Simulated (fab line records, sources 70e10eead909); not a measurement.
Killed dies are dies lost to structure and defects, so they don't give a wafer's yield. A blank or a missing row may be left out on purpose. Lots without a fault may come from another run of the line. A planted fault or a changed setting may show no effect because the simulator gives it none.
Chamber matching | flow nand_harc | NHARC_A_STAIRCASE_ETCHBACK_422 on rie_diel-09: 4 sister chambers
The step etches the open film in CH3F/O2, target depth 40 nm, time 74.286 s. 14 wafers are shown with their chamber, then 7 later ones without.

WAFERS WITH THEIR CHAMBER
wafer  | chamber | drypump_motor_current_A (A) | showerhead_plenum_p_Torr (Torr) | rf_vpp_V (V)
L259.2 | 3       | 5.25                        | 2.45                            | 245.1
L259.3 | 2       | 5.77                        | 2.42                            | 243.0
L259.6 | 0       | 5.78                        | 2.55                            | 245.8
L261.1 | 2       | 5.78                        | 2.42                            | 243.8
L261.5 | 1       | 5.72                        | 2.60                            | 245.6
L261.6 | 0       | 5.77                        | 2.54                            | 244.4
L273.3 | 3       | 5.23                        | 2.44                            | 243.1
L273.4 | 0       | 5.76                        | 2.53                            | 245.7
L273.5 | 1       | 5.66                        | 2.58                            | 245.9
L271.2 | 3       | 5.22                        | 2.44                            | 244.9
L271.4 | 0       | 5.77                        | 2.53                            | 244.5
L271.5 | 3       | 5.22                        | 2.43                            | 244.2
L274.1 | 2       | 5.74                        | 2.41                            | 244.1
L274.5 | 3       | 5.21                        | 2.44                            | 244.8

SIGNATURES (means of the wafers above)
reading                  | chamber 0 | chamber 1 | chamber 2 | chamber 3 | scatter within a chamber
drypump_motor_current_A  | 5.7700    | 5.6900    | 5.7633    | 5.2260    | 0.0195
showerhead_plenum_p_Torr | 2.5375    | 2.5900    | 2.4167    | 2.4400    | 0.00861
rf_vpp_V                 | 245.100   | 245.750   | 243.633   | 244.420   | 0.708
Rule: a wafer's distance from a chamber is the root of the sum, over the readings, of the square of ((its reading less the chamber's mean) divided by the reading's scatter). The wafer belongs to the nearest chamber; if the next one is less than 2 further off, it can't be placed. The scatter: the root of (the sum of the squares of (reading less its chamber's mean) over the shown wafers, divided by (wafers less chambers)).

WAFERS WITHOUT THEIR CHAMBER
wafer  | drypump_motor_current_A (A) | showerhead_plenum_p_Torr (Torr) | rf_vpp_V (V)
L274.6 | 5.78                        | 2.53                            | 245.1
L272.1 | 5.67                        | 2.58                            | 247.8
L272.5 | 5.74                        | 2.41                            | 243.0
L272.6 | 5.67                        | 2.58                            | 245.6
L280.4 | 5.17                        | 2.43                            | 243.9
L280.5 | 5.20                        | 2.43                            | 245.7
L280.6 | 5.79                        | 2.52                            | 244.8

WHICH CHAMBER EACH WENT THROUGH
wafer  | from the rows above | in truth
L274.6 | 0                   | 0
L272.1 | 1                   | 1
L272.5 | 2                   | 2
L272.6 | 1                   | 1
L280.4 | 3                   | 3
L280.5 | 3                   | 3
L280.6 | 0                   | 0
Placed correctly: 7 of 7. Can't be placed from these rows: 0. Placed wrongly: 0.
